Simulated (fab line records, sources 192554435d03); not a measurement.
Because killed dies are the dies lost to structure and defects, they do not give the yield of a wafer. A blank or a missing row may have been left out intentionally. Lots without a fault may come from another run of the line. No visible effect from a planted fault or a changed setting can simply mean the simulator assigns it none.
Struck lot and sound lot, side by side ; flow n5Finfet ; 14 steps out of a route of 1938
Sound: the wafers L619.1, L619.2, L619.4. The struck wafers were L629.1, L629.5, L629.6. At the end, the cause is stated.
Each step with rows lists, per side, the tool, then ch with its chambers, then its first start. Under that, the readings that differ: sound wafers ; struck wafers ; difference of the means ; sigmas: that difference in standard deviations of wafers without a fault.
alike: a reading whose means differ by less than 2 such deviations, as well as words and numbers matching on both sides. not compared: withheld readings; readings where some wafer has no value; bounds like >300 that might hide an equal value; numbers whose values overlap and for which the record gives no deviation.
Wherever a step has rows on one side only, a row that says differs or no value, or a row with sigmas, the two part there. Numbers that don't overlap but have no deviation are shown without sigmas and don't part them. A reading that every wafer of one side lacks parts them only if that side has two wafers or more.

N5_ZERO_LAYER_PECVD_02: deposits SiO2 from SiH4/N2O, target thk 10 nm, time 6 s.
  sound on pecvd-02 ch 0,1,2, day 3 12:17; struck on pecvd-04 ch 0,1, day 6 00:17
  alike: heaterPowerW, showerheadPlenumPTorr, showerheadVppV
then, 8 steps without rows for these wafers: N5_ZERO_LAYER_HMDS_04 (time 60 s); N5_ZERO_LAYER_COAT_05 (resist thk 1000 nm); N5_ZERO_LAYER_EBR_07; N5_ZERO_LAYER_SOFTBAKE_06 (time 90 s); N5_ZERO_LAYER_EXPOSE_08 (exposes mask ZERO, defocus 0 nm, target cd 2000 nm); N5_ZERO_LAYER_PEB_09; N5_ZERO_LAYER_DEVELOP_10 (develop time 60 s); N5_ZERO_LAYER_HARDBAKE_23 (time 120 s).
N5_ZERO_LAYER_CD_MEAS_11 targets a cd of 2000 nm.
  sound on cdSem-02 ch 0, day 3 12:38; struck on cdSem-03 ch 0, day 6 00:38
  alike: cdNm
N5_ZERO_LAYER_DESCUM_16: chemistry O2, time 7.9 s.
  sound on rieDiel-06 ch 0,2,3, day 3 12:41; struck on rieDiel-01 ch 0,1, day 6 00:43
  alike: drypumpMotorCurrentA, oesProductAu, rfVppV, showerheadPlenumPTorr, throttleValvePct
  not compared: rfHoursCounterH
N5_ZERO_LAYER_ETCH_17: etches SiO2 in CF4, target depth 12 nm, time 13.3 s.
  sound on rieDiel-06 ch 0,2,3, day 3 12:43; struck on rieDiel-01 ch 0,1, day 6 00:45
  alike: biasW, drypumpMotorCurrentA, oesProductAu, rfVppV, showerheadPlenumPTorr, throttleValvePct
  not compared: rfHoursCounterH
N5_ZERO_LAYER_ETCH_18: etches Si in HBr/Cl2, target depth 120 nm, time 40 s.
  sound on rieSi-03 ch 0,2,3, day 3 12:47; struck on rieSi-02 ch 2,3, day 6 00:49
reading;sound;struck;difference;sigmas
biasW (W);74.52 75.29 74.74;53.40 53.33 53.65;-21.39;-99 or more
model.ZERO_LAYER.featureDepthNm (nm);120.3 120.2 120.9;109.5 108.8 110.2;-11.0;
model.etch.depthNm (nm);120.3 120.2 120.9;109.5 108.8 110.2;-11.0;
  alike: drypumpMotorCurrentA, oesProductAu, throttleValvePct
  not compared: rfHoursCounterH
N5_ZERO_LAYER_STRIP_24: strips in O2.
  sound on plasmaAsher-02 ch 0,1, day 3 12:53; struck on plasmaAsher-01 ch 0,1, day 6 00:56
reading;sound;struck;difference;sigmas
stripTimeToEndpointS (s);43.76 43.70 43.83;44.04 43.97 44.06;+0.26;+3
  alike: drypumpMotorCurrentA, heaterPowerW, oesProductAu
  not compared: rfHoursCounterH

WHERE THEY PART
At N5_ZERO_LAYER_ETCH_18 first; at N5_ZERO_LAYER_STRIP_24 last (within this record only).

WHY: what had been put in by the simulator
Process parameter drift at N5_ZERO_LAYER_ETCH_18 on rieSi-02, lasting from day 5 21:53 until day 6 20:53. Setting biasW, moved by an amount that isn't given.
